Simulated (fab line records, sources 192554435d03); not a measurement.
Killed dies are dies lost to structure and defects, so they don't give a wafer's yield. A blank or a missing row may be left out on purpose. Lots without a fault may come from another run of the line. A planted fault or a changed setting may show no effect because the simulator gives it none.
Problem report in the 8D (eight disciplines) form, filled by code | flow n5_finfet | the parts of the form that need people (team, actions taken, sign-off) are left out

1. THE PROBLEM
M7_OVL at N5_BEOL_M7_OVL_MEAS_12 reads a mean of 14.2 nm on 6 wafers of 2 lots; wafers without a fault read -0.2 nm with a standard deviation of 0.8. That is +18 standard deviations from the usual mean.
First seen on wafer L243.1, day 15 21:40, on overlay-01. The record holds 29 wafers of 12 lots with a number at this step. Rule for "out", or "out of limits": more than 4 standard deviations from the usual mean. The other wafers with a number count as sound.

2. WHAT IT IS AND WHAT IT IS NOT
question                    | is                     | is not
which readings at this step | M7_OVL                 | -
which lots                  | L243, L244             | L224, L225, L226, L227, L228, L231, L232, L233, L234, L236
which wafers of those lots  | all that have a number | -
read on which gauges        | overlay-01, overlay-02 | -
when                        | from day 15 21:40      | up to then (23 sound wafers)

3. SUSPECTS, AND WHAT RULES EACH OUT
Counting: a tool at a process step up to the reading stays a suspect if it ran every lot that is out and no sound lot after the first of them.
- the gauge at N5_BEOL_M7_OVL_MEAS_12: ruled out. The wafers that are out were read on 2 gauges (overlay-01, overlay-02).
- pecvd-02 at N5_BEOL_M7_ILD_DEP_00 (deposits SiCOH lowk from DEMS/porogen, target thk 179.75 nm, time 33.4 s): kept. It ran every lot that is out, first L243 (day 15 19:55), and no sound lot after that; its last sound lot up to then is L236 (day 13 16:37).
- arfi_scanner-03 at N5_BEOL_M7_EXPOSE_08 (exposes mask M7): kept. It ran every lot that is out, first L243 (day 15 21:30), and no sound lot after that; its last sound lot up to then is L236 (day 13 19:27).
Left after counting: pecvd-02 at N5_BEOL_M7_ILD_DEP_00, arfi_scanner-03 at N5_BEOL_M7_EXPOSE_08.

4. THE CAUSE (what the simulator had put in)
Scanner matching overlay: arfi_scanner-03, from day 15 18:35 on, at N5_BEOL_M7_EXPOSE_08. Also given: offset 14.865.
Counting left 2 suspects, and this tool is among them.

5. THE CHAIN OF EFFECTS, in route order
Each row: a reading whose mean over the struck wafers that have a number lies more than 3 standard deviations from the usual. Only readings for which the record gives a usual standard deviation are gone through. hours: the time from each lot's start at the first step in this table that gives one to its start at this step, as a median over the lots. sigmas: the change in usual standard deviations.
hours | step                   | reading | usual   | on struck wafers | change | sigmas
0     | N5_BEOL_M7_OVL_MEAS_12 | M7_OVL  | -0.2 nm | 14.2             | +14.4  | +18
Later measuring or inspecting steps at which every struck wafer that the step has a row for has a number for every such reading, and none has moved that far: N5_BEOL_M7_INSPECT_13.

6. WHAT WOULD HAVE CAUGHT IT SOONER
In this record the first reading out of limits at a measuring or inspecting step was taken at day 15 21:40, 3 hours after the fault began at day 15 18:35.
Of the tool readings at N5_BEOL_M7_EXPOSE_08 for which the record gives a usual standard deviation, none was out on any struck wafer, so an alarm limit of 4 standard deviations on them would not have fired.
Of the lots that are out (2), L244 began N5_BEOL_M7_EXPOSE_08 on arfi_scanner-03 after day 15 21:40. A hold on the tool at that time would have spared it.
